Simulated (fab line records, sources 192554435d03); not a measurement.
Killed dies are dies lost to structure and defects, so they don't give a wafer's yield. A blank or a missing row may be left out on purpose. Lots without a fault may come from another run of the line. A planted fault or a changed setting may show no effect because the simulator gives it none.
Chamber matching | flow n5_finfet | N5_BEOL_M1_ETCH_77 on rie_diel-04: 4 sister chambers
The step etches underlayer in N2/H2, target depth 6.5 nm, time 5.2 s. 4 wafers are shown with their chamber, then 8 later ones without.

WAFERS WITH THEIR CHAMBER
wafer  | chamber | showerhead_plenum_p_Torr (Torr)
L091.1 | 3       | 2.61
L091.2 | 2       | 2.49
L091.3 | 1       | 2.60
L094.1 | 0       | 2.62

WAFERS WITHOUT THEIR CHAMBER
wafer  | showerhead_plenum_p_Torr (Torr)
L094.5 | 2.59
L094.6 | 2.62
L095.2 | 2.48
L095.3 | 2.60
L095.4 | 2.60
L097.2 | 2.48
L097.4 | 2.59
L097.5 | 2.48

WHICH CHAMBER EACH WENT THROUGH
wafer  | from the rows above     | in truth
L094.5 | can't be placed: 1 or 3 | 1
L094.6 | can't be placed: 0 or 3 | 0
L095.2 | 2                       | 2
L095.3 | can't be placed: 1 or 3 | 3
L095.4 | can't be placed: 1 or 3 | 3
L097.2 | 2                       | 2
L097.4 | can't be placed: 1 or 3 | 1
L097.5 | 2                       | 2
Placed correctly: 3 of 8. Can't be placed from these rows: 5 (the true chamber is among the candidates in 5). Placed wrongly: 0.
How it was worked out, from the rows above alone: a wafer's distance from a chamber is the root of the sum, over the readings, of the square of ((its reading less the chamber's mean) divided by the reading's scatter). The wafer belongs to the nearest chamber; if the next one is less than 2 further off, it can't be placed. A chamber's mean is the mean of its shown wafers. The scatter: with one shown wafer a chamber, the root of the mean of the squares of how far each hidden wafer lies from its nearest shown one.
